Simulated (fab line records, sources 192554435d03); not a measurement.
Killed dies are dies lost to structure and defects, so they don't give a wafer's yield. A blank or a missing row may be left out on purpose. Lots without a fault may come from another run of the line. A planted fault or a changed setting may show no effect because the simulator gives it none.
Split-lot experiment | flow n5_finfet | 7 lots, 21 wafers read, on a route of 1938 steps

THE SPLIT
At N5_BEOL_M11_DEP_56 (deposits SiCN from 3MS/NH3, target thk 30 nm, time 10.5 s), the setting time_s was moved away from the recipe's 10.5 s on 6 of the 21 wafers read, by -14.9% to +12.7%. The other wafers ran this setting at the recipe's value.

The reading is taken at the split's own step.

THE READING
SiCN_of_BEOL_M11_DEP_56.thk_nm (the simulator's own value, which no gauge read), in nm, at N5_BEOL_M11_DEP_56 (deposits SiCN from 3MS/NH3, target thk 30 nm, time 10.5 s). The file gives no usual value for it. The 15 wafers here that ran the recipe average 29.8 nm, standard deviation 0.39 nm.

wafer  | tool, chamber at the split | time_s as run, s | against the recipe | SiCN_of_BEOL_M11_DEP_56.thk_nm, nm | against lot-mates on the recipe
L076.1 | pecvd-01, 2                | 10.5             | recipe             | 29.2                               | -
L076.4 | pecvd-01, 2,0              | 10.5             | recipe             | 29.8                               | -
L076.6 | pecvd-01, 2,0              | 10.5             | recipe             | 29.8                               | -
L081.1 | pecvd-01, 0                | 11.83            | +12.7%             | 33.4                               | +3.6
L081.2 | pecvd-01, 1                | 11.83            | +12.7%             | 33.6                               | +3.8
L081.3 | pecvd-01, 2                | 10.5             | recipe             | 29.8                               | -
L083.1 | pecvd-02, 0                | 10.5             | recipe             | 29.8                               | -
L083.4 | pecvd-02, 2                | 8.938            | -14.9%             | 26.2                               | -3.8
L083.5 | pecvd-02, 0                | 10.5             | recipe             | 30.2                               | -
L088.1 | pecvd-01, 1                | 9.274            | -11.7%             | 26                                 | -3.2
L088.2 | pecvd-01, 0                | 10.5             | recipe             | 29.2                               | -
L088.3 | pecvd-01, 2                | 9.274            | -11.7%             | 25.8                               | -3.4
L089.3 | pecvd-01, 1,0              | 10.5             | recipe             | 29.6                               | -
L089.6 | pecvd-01, 1,0              | 10.5             | recipe             | 29.6                               | -
L089.4 | pecvd-01, 2                | 10.5             | recipe             | 30.4                               | -
L096.1 | pecvd-02, 0                | 10.5             | recipe             | 29.4                               | -
L096.4 | pecvd-02, 2                | 10.5             | recipe             | 30.6                               | -
L096.6 | pecvd-02, 0                | 10.5             | recipe             | 30.2                               | -
L097.3 | pecvd-04, 2                | 10.5             | recipe             | 29.6                               | -
L097.4 | pecvd-04, 0                | 9.537            | -9.2%              | 27.8                               | -1.9
L097.6 | pecvd-04, 2                | 10.5             | recipe             | 29.8                               | -
Where a row lists several chambers, the file gives one row for several wafers and doesn't say which wafer went through which chamber.

THE FIT
A straight line over all 21 wafers: SiCN_of_BEOL_M11_DEP_56.thk_nm changes by +0.286 nm for each +1% of time_s; r = +0.97; the points scatter about the line by 0.45 nm.
The same after taking each lot's own level away (the mean of its wafers on the recipe; 21 wafers): +0.274 nm for each +1%; r = +0.98; scatter 0.33 nm.
On that fit, the largest move of time_s shifts the reading by 4.1 nm.
The lots' own levels span 29.20 to 30.07 nm, that is 2.2 times the standard deviation above.
So the lot-to-lot level changes the slope little: the two slopes agree.
Check: with one of the wafers moved furthest among these (-14.9%) left out of the fit, the line predicts -4.09 nm for it against its lot-mates. It came out at -3.8 nm against them.

OTHER SPLITS ON THESE WAFERS
These wafers also went through other splits before the reading. Each is held against what the fit with the lots' levels taken away leaves over:
other split on the same wafers | wafers away from the commonest value | r with SiCN_of_BEOL_M11_DEP_56.thk_nm (lot level and that fit taken away)
N5_BEOL_M11_EXPOSE_25 dose_mj  | 3                                    | +0.09

THE FILE'S OWN FIT
SiCN_of_BEOL_M11_DEP_56.thk_nm changes by +0.265 nm for each +1% of time_s, r = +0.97.
